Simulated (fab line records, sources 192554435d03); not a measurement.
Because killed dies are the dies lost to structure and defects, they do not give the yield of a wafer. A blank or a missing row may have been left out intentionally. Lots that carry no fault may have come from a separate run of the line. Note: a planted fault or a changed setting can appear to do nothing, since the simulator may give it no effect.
Comparing a struck lot with a sound one	flow n5Finfet	29 out of 1938 route steps
Sound: wafers L642.2, L642.4, L642.6. Struck: wafer L654.4 (left out: L654.1, L654.3 of the same lot, which were not struck); the cause appears at the end.
Order at every step that has rows: each side's tool, ch and its chambers, its first start. Under that, the readings that differ: sound wafers	struck wafers	difference of the means	sigmas: that difference in standard deviations of wafers without a fault.
alike: a reading whose means differ by less than 2 such deviations, as well as words and numbers matching on both sides. not compared: withheld readings; readings where some wafer has no value; bounds like >300 that might hide an equal value; numbers whose values overlap and for which the record gives no deviation.
The two part at a step that has a row with sigmas, a row that says differs or no value, or rows on one side only. Numbers that have no deviation but don't overlap get no sigmas and don't part them. Lack of a reading on every wafer of one side parts them only where that side has two or more wafers.

first, 5 steps without rows for these wafers: N5_BEOL_M12_SOFTBAKE_23 (time 60 s); N5_BEOL_M12_EXPOSE_25 (exposes mask M12); N5_BEOL_M12_PEB_26 (peb time 90 s); N5_BEOL_M12_DEVELOP_27 (develop time 45 s); N5_BEOL_M12_HARDBAKE_32 (time 120 s).
N5_BEOL_M12_CD_MEAS_28 targets a cd of 160.2 nm.
  sound on cdSem-01 ch 0, day 11 03:20; struck on cdSem-01 ch 0, day 14 15:46
  alike: cdNm
N5_BEOL_M12_OVL_MEAS_29:
  sound on overlay-02 ch 0, day 11 03:22; struck on overlay-01 ch 0, day 14 15:48
  alike: M12_OVL
N5_BEOL_M12_INSPECT_30: inspects for defects (macro).
  sound on defectInspect-01 at day 11 03:23; struck on defectInspect-02 at day 14 15:49
  alike: rawDefectCount
N5_BEOL_M12_DESCUM_33: chemistry O2, time 7.9 s.
  sound on rieDiel-05 ch 0,1,3, day 11 03:43; struck on rieDiel-05 ch 0, day 14 15:52
  alike: biasPowerW, drypumpMotorCurrentA, oesProductAu, rfVppV, showerheadPlenumPTorr, tempC, throttleValvePct
  not compared: rfHoursCounterH
then, 1 step without rows for these wafers: N5_BEOL_M12_ETCH_67 (etches SiARC in CF4, target depth 143 nm, time 238.3 s).
N5_BEOL_M12_ETCH_68: etches SOC in N2/H2, time 285 s.
  sound on rieDiel-05 ch 0,1,3, day 11 03:53; struck on rieDiel-05 ch 0, day 14 16:02
  alike: drypumpMotorCurrentA, oesProductAu, rfVppV, showerheadPlenumPTorr, tempC, throttleValvePct
  not compared: rfHoursCounterH
then, 1 step without rows for these wafers: N5_BEOL_M12_STRIP_69 (strips in N2/H2).
N5_BEOL_M12_TRENCH_ETCH_34: etches SiOC in C4F8/O2/Ar, target depth 318.95 nm, time 125.5 s.
  sound on rieDiel-05 ch 0,1,3, day 11 04:04; struck on rieDiel-05 ch 0, day 14 16:13
reading	sound	struck	difference	sigmas
model.etch.depthNm (nm)	317.6 314.6 317.1	300.2	-16.2	
  alike: drypumpMotorCurrentA, heInnerTorr, oesProductAu, rfVppV, showerheadPlenumPTorr, throttleValvePct
  not compared: rfHoursCounterH
then, 1 step without rows for these wafers: N5_BEOL_M12_STRIP_70 (strips in C4F8/O2/Ar).
N5_BEOL_M12_OCD_MEAS_35:
  sound on ocd-01 at day 11 04:14; struck on ocd-01 at day 14 16:22
reading	sound	struck	difference	sigmas
trenchDepthNm (nm)	318 315 317	300	-17	-3
N5_BEOL_M12_STRIP_37: strips in N2/H2.
  sound on plasmaAsher-01 ch 0,1, day 11 04:16; struck on plasmaAsher-01 ch 1, day 14 16:25
  alike: drypumpMotorCurrentA, heaterPowerW, oesProductAu, tempC
  not compared: rfHoursCounterH
N5_BEOL_M12_ETCH_38: etches SiCN in CF4/N2, target depth 68.7 nm, time 73.4 s.
  sound on rieDiel-06 ch 1,2,3, day 11 04:23; struck on rieDiel-06 ch 3, day 14 18:37
reading	sound	struck	difference	sigmas
oesProductAu (a.u.)	0.98 0.68 0.70	0.98	+0.19	+3
  alike: drypumpMotorCurrentA, rfVppV, showerheadPlenumPTorr, throttleValvePct
  not compared: rfHoursCounterH
then, 8 steps without rows for these wafers: N5_BEOL_M12_PRECLEAN_39 (cleans in residue remover, time 60 s); N5_BEOL_M12_SRD_40 (time 30 s, dry time 30 s); N5_BEOL_M12_DEGAS_41 (time 60 s); N5_BEOL_M12_PRE_CLEAN_42 (time 30 s); N5_BEOL_M12_SPUTTER_43 (material TaN, target thk 15 nm, time 24.19 s); N5_BEOL_M12_SPUTTER_44 (material Ta, target thk 10 nm, time 16.13 s); N5_BEOL_M12_SPUTTER_45 (material Cu, target thk 80 nm, time 13.33 s); N5_BEOL_M12_ECD_47 (material Cu, target thk 720 nm).
N5_BEOL_M12_ANNEAL_48: time 90 s.
  sound on rtpAnneal-01 ch 0, day 11 05:55; struck on rtpAnneal-02 ch 0, day 14 20:05
  alike: wafer_temp_C_max
N5_BEOL_M12_CMP_49: polishes, stops on SiOC, t overpolish 20.6 s, target thk 320 nm.
  sound on cmp-04 ch 1,2, day 11 06:10; struck on cmp-02 ch 2, day 14 20:22
reading	sound	struck	difference	sigmas
barrierFieldEndpointS (s)	29.4 29.6 30.1	31.2	+1.5	+2
model.Cu_of_BEOL_M12_ECD_47.thkNm (nm)	317.6 314.6 316.4	301.8	-14.4	
  alike: clearingPlatenDownForcePsi, motorCurrentA, overpolishRunS
N5_BEOL_M12_THK_MEAS_50: measures by xrf.
  sound on filmMetro-01 at day 11 06:28; struck on filmMetro-02 at day 14 20:40
  alike: M12_THK
N5_PASSIVATION_PROBE_49:
  sound on prober-01 at day 12 11:51; struck on prober-02 at day 16 06:50
reading	sound	struck	difference	sigmas
defectLimitedYield (%)	93.2 94.2 91.3	87.2	-5.7	-4
killed_at_M0_to_M3	29 18 28	47	+22	+2
killedAtFrontEnd	32 31 45	61	+25	+2
killedAtOther	4 2 0	10	+8	+2
killedDies	80 69 103	151	+67	+4
killedOpen	56 46 80	101	+40	+3
killedShort	24 23 23	48	+25	+3
sort_bin_5_function (%)	4.2 3.4 5.3	7.8	+3.5	+4
sort_bin_6_memory (%)	2.4 2.2 3.1	4.7	+2.1	+3
sortNPass	1100 1111 1077	1029	-67	-4
sortYieldPct (%)	93.2 94.2 91.3	87.2	-5.7	-4
  alike: killed_at_M4_up, killedAtContacts, sort_bin_8_speed

WHERE THEY PART
First at N5_BEOL_M12_OCD_MEAS_35; last, within this record, at N5_PASSIVATION_PROBE_49.

WHY: what had been put in by the simulator
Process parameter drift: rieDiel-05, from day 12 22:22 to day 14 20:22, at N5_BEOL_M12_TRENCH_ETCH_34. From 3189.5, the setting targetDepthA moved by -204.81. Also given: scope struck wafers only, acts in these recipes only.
